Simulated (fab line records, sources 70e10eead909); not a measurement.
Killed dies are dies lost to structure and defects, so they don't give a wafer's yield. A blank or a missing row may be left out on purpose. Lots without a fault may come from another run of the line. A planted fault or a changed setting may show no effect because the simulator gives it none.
Which tool did it? | flow nand_harc | 14 lots, 42 wafers sampled, at 4 steps of a route of 1302

WHAT THE GAUGES READ, wafer by wafer
The record holds no reading of a measuring or inspecting step that can be judged against a usual standard deviation.

WHICH TOOL RAN EACH LOT (tool, then ch and the chambers of the sampled wafers, then the start)
lot  | NHARC_P_M2_PVD_20                       | NHARC_P_M2_PVD_21                       | NHARC_P_BONDPAD_DEP_00                     | NHARC_P_BONDPAD_ETCH_37
L248 | pvd_sputter-01, day 6 16:34 or earlier  | pvd_sputter-01, day 6 16:34 or earlier  | pecvd-02 ch 0,2, day 6 16:34               | rie_diel-08 ch 0,1,2, day 6 18:04
L249 | pvd_sputter-03, day 6 20:15 or earlier  | pvd_sputter-03, day 6 20:15 or earlier  | pecvd-03 ch 0,1,2, day 6 20:15             | rie_diel-08 ch 1,3, day 6 21:52
L251 | pvd_sputter-02, day 7 19:30 or earlier  | pvd_sputter-02, day 7 19:30 or earlier  | pecvd-02 ch 1,2, day 7 19:30               | rie_diel-05 ch 0,2,3, day 7 21:01
L252 | pvd_sputter-01, day 8 07:22 or earlier  | pvd_sputter-01, day 8 07:22 or earlier  | pecvd-02 ch 0,1,2, day 8 07:22             | rie_diel-08 ch 0,2,3, day 8 08:53
L258 | pvd_sputter-01, day 11 00:28 or earlier | pvd_sputter-01, day 11 00:28 or earlier | pecvd-04 ch 0,1, day 11 00:28 or earlier   | rie_diel-05 ch 1,2,3, day 11 00:28
L259 | pvd_sputter-01, day 11 01:01 or earlier | pvd_sputter-01, day 11 01:01 or earlier | pecvd-03 ch 0,1,2, day 11 01:01            | rie_diel-12 ch 0,1,2, day 11 02:25
L262 | pvd_sputter-03, day 12 18:04 or earlier | pvd_sputter-03, day 12 18:04 or earlier | pecvd-02 ch 0,2, day 12 18:04 or earlier   | rie_diel-12 ch 2,3, day 12 18:04
L263 | pvd_sputter-03, day 12 21:56 or earlier | pvd_sputter-03, day 12 21:56 or earlier | pecvd-04 ch 0,1,2, day 12 21:56 or earlier | rie_diel-12 ch 2,3, day 12 21:56
L264 | pvd_sputter-01, day 13 04:20 or earlier | pvd_sputter-01, day 13 04:20 or earlier | pecvd-02 ch 0,1,2, day 13 04:20            | rie_diel-08 ch 0,1, day 13 05:38
L265 | pvd_sputter-01, day 13 16:41 or earlier | pvd_sputter-01, day 13 16:41 or earlier | pecvd-03 ch 1,2, day 13 16:41              | rie_diel-12 ch 0,2, day 13 18:02
L266 | pvd_sputter-01, day 14 00:51 or earlier | pvd_sputter-01, day 14 00:51 or earlier | pecvd-04 ch 0,1,2, day 14 00:51            | rie_diel-05 ch 0,3, day 14 02:07
L268 | pvd_sputter-01, day 14 22:25 or earlier | pvd_sputter-01, day 14 22:25 or earlier | pecvd-04 ch 0,1,2, day 14 22:25            | rie_diel-05 ch 0,2, day 14 23:48
L271 | pvd_sputter-01, day 15 22:18 or earlier | pvd_sputter-01, day 15 22:18 or earlier | pecvd-04 ch 0,1,2, day 15 22:18            | rie_diel-08 ch 0,1,2, day 15 23:41
L270 | pvd_sputter-02, day 15 23:12 or earlier | pvd_sputter-02, day 15 23:12 or earlier | pecvd-03 ch 1,2, day 15 23:12              | rie_diel-12 ch 2,3, day 16 00:39
- NHARC_P_M2_PVD_20: deposits TaN, target thk 5 nm, time 8.06 s.
- NHARC_P_M2_PVD_21: deposits Cu, target thk 30 nm, time 20.49 s.
- NHARC_P_BONDPAD_DEP_00: deposits SiCN, target thk 250 nm.
- NHARC_P_BONDPAD_ETCH_37: etches the open film in N2/H2, target depth 60 nm, overetch 18 nm, time 65.91 s.

WHAT THE TOOLS THEMSELVES READ (means of the sampled wafers that have a number; where no wafer has one, the mark that the record gives instead)
NHARC_P_M2_PVD_20.
lot  | tool           | throttle_valve_pct (%)
L248 | pvd_sputter-01 | 29.5
L249 | pvd_sputter-03 | 31.5
L251 | pvd_sputter-02 | 29.3
L252 | pvd_sputter-01 | 31.1
L258 | pvd_sputter-01 | 30.2
L259 | pvd_sputter-01 | 30.1
L262 | pvd_sputter-03 | 29.0
L263 | pvd_sputter-03 | 30.6
L264 | pvd_sputter-01 | 30.1
L265 | pvd_sputter-01 | 30.2
L266 | pvd_sputter-01 | 30.0
L268 | pvd_sputter-01 | 30.2
L271 | pvd_sputter-01 | 30.3
L270 | pvd_sputter-02 | 30.9

NHARC_P_M2_PVD_21.
lot  | tool           | throttle_valve_pct (%)
L248 | pvd_sputter-01 | 30.2
L249 | pvd_sputter-03 | 31.2
L251 | pvd_sputter-02 | 29.1
L252 | pvd_sputter-01 | 30.8
L258 | pvd_sputter-01 | 30.3
L259 | pvd_sputter-01 | 30.5
L262 | pvd_sputter-03 | 31.3
L263 | pvd_sputter-03 | 30.5
L264 | pvd_sputter-01 | 30.2
L265 | pvd_sputter-01 | 30.4
L266 | pvd_sputter-01 | 30.3
L268 | pvd_sputter-01 | 30.2
L271 | pvd_sputter-01 | 30.2
L270 | pvd_sputter-02 | 30.1

NHARC_P_BONDPAD_DEP_00.
lot  | tool     | heater_power_w (W)
L248 | pecvd-02 | 518
L249 | pecvd-03 | 642
L251 | pecvd-02 | 574
L252 | pecvd-02 | 553
L258 | pecvd-04 | 541
L259 | pecvd-03 | 578
L262 | pecvd-02 | 578
L263 | pecvd-04 | 652
L264 | pecvd-02 | 529
L265 | pecvd-03 | 625
L266 | pecvd-04 | 575
L268 | pecvd-04 | 622
L271 | pecvd-04 | 560
L270 | pecvd-03 | 615

NHARC_P_BONDPAD_ETCH_37.
lot  | tool        | bias_w (W) | chamber_pressure_mTorr (mTorr) | drypump_motor_current_A (A) | oes_product_au (a.u.) | rf_vpp_V (V) | showerhead_plenum_p_Torr (Torr) | throttle_valve_pct (%)
L248 | rie_diel-08 | 149.7      | 30.005                         | 5.4                         | 1.003                 | 429          | 1.97                            | 14.168
L249 | rie_diel-08 | 149.5      | 30.003                         | 5.9                         | 1.001                 | 431          | 2.05                            | 14.175
L251 | rie_diel-05 | 149.8      | 30.022                         | 5.8                         | 0.995                 | 429          | 1.97                            | 14.172
L252 | rie_diel-08 | 150.1      | 30.014                         | 5.3                         | 1.000                 | 429          | 1.96                            | 14.163
L258 | rie_diel-05 | -          | -                              | -                           | -                     | -            | -                               | -
L259 | rie_diel-12 | -          | -                              | -                           | -                     | -            | -                               | -
L262 | rie_diel-12 | 150.0      | 29.989                         | 5.5                         | 1.005                 | 433          | 2.18                            | 14.171
L263 | rie_diel-12 | 149.6      | 29.995                         | 5.6                         | 0.983                 | 434          | 2.18                            | 14.177
L264 | rie_diel-08 | 150.1      | 30.001                         | 5.7                         | 0.996                 | 427          | 1.95                            | 14.172
L265 | rie_diel-12 | 150.6      | 29.998                         | 5.1                         | 0.996                 | 434          | 2.19                            | 14.170
L266 | rie_diel-05 | 149.9      | 30.004                         | 5.7                         | 0.998                 | 428          | 1.97                            | 14.170
L268 | rie_diel-05 | 149.5      | 29.986                         | 6.0                         | 1.014                 | 428          | 1.95                            | 14.171
L271 | rie_diel-08 | 150.0      | 30.024                         | 5.4                         | 0.993                 | 428          | 1.97                            | 14.174
L270 | rie_diel-12 | 150.1      | 30.000                         | 5.6                         | 0.992                 | 433          | 2.18                            | 14.167

THE ANSWER, worked out from the rows above alone
Rule: what is usual is taken from the lots themselves. Put in order of their means at a reading, lots are off if they are a third of the lots or fewer, leave a main group of 4 or more, and stand apart from it by a gap of 3 or more times the standard deviation of the main group's means; of several such gaps the widest counts. A main group whose means are all the same, to the digits that the tables above print for the reading, isn't used. A lot without any number at a reading at which 4 lots or more have one is off too. The other lots that the step has rows for count as sound. The gauges are gone through in route order, then the tools' own readings, and for those a lot's mean is taken as printed above. The first step at which some lot is off is used, and at that step the reading that is off furthest; a lot without a number counts as furthest.
Off: L258, L259, at NHARC_P_BONDPAD_ETCH_37 (bias_w). Without a number there: L258, L259. The main group: mean 149.9 W, standard deviation 0.3.
A tool fits if, at that step or a process step before it, it ran every lot that is off, and no sound lot after the first of them. NHARC_P_M2_PVD_20 gives no start for some lots, so the hours and the order of its lots are those of NHARC_P_BONDPAD_ETCH_37. NHARC_P_M2_PVD_21 gives no start for some lots, so the hours and the order of its lots are those of NHARC_P_BONDPAD_ETCH_37. NHARC_P_BONDPAD_DEP_00 gives no start for some lots, so the hours and the order of its lots are those of NHARC_P_BONDPAD_ETCH_37. None of those tried fits.

WHAT THE SIMULATOR HAD PUT IN
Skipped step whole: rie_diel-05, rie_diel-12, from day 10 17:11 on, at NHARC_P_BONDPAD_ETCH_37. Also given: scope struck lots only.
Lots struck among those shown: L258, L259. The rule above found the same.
